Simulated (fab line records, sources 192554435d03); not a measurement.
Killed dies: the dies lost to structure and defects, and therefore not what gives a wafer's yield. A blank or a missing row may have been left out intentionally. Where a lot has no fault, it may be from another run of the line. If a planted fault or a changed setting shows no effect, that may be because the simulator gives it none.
Matching of chambers ; flow n5-finfet ; 3 sister chambers for N5_BEOL_M8_DEP_56 on pecvd-02
The step deposits SiCN from 3MS/NH3, target thk 10 nm, time 17.5 s. 3 wafers are shown with their chamber, then 9 later ones without.

WAFERS, EACH WITH ITS CHAMBER
wafer;chamber;throttle-valve-pct (%)
L082.3;0;9.06
L085.2;1;9.18
L085.6;2;8.92

WAFERS WITHOUT THEIR CHAMBER
wafer;throttle-valve-pct (%)
L087.3;9.25
L087.5;8.87
L087.6;8.48
L092.2;9.08
L092.5;8.75
L092.6;8.66
L094.1;9.01
L094.5;8.32
L094.6;9.27

EACH ONE'S CHAMBER
wafer;from the rows above;in truth
L087.3;can't be placed: 1 or 0 or 2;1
L087.5;can't be placed: 2 or 0 or 1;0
L087.6;can't be placed: 2 or 0 or 1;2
L092.2;can't be placed: 0 or 1 or 2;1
L092.5;can't be placed: 2 or 0 or 1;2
L092.6;can't be placed: 2 or 0 or 1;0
L094.1;can't be placed: 0 or 2 or 1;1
L094.5;can't be placed: 2 or 0 or 1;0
L094.6;can't be placed: 1 or 0 or 2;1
0 of 9 placed correctly. Unplaceable from these rows: 9, with the true chamber sitting among the candidates in 9. Number placed wrongly: 0.
How it was worked out, from the rows above alone: a wafer's distance from a chamber is the root of the sum, over the readings, of the square of ((its reading less the chamber's mean) divided by the reading's scatter). The wafer belongs to the nearest chamber; if the next one is less than 2 further off, it can't be placed. A chamber's mean is the mean of its shown wafers. The scatter: root of mean squared gap, hidden wafer to nearest shown wafer, with one shown wafer a chamber.
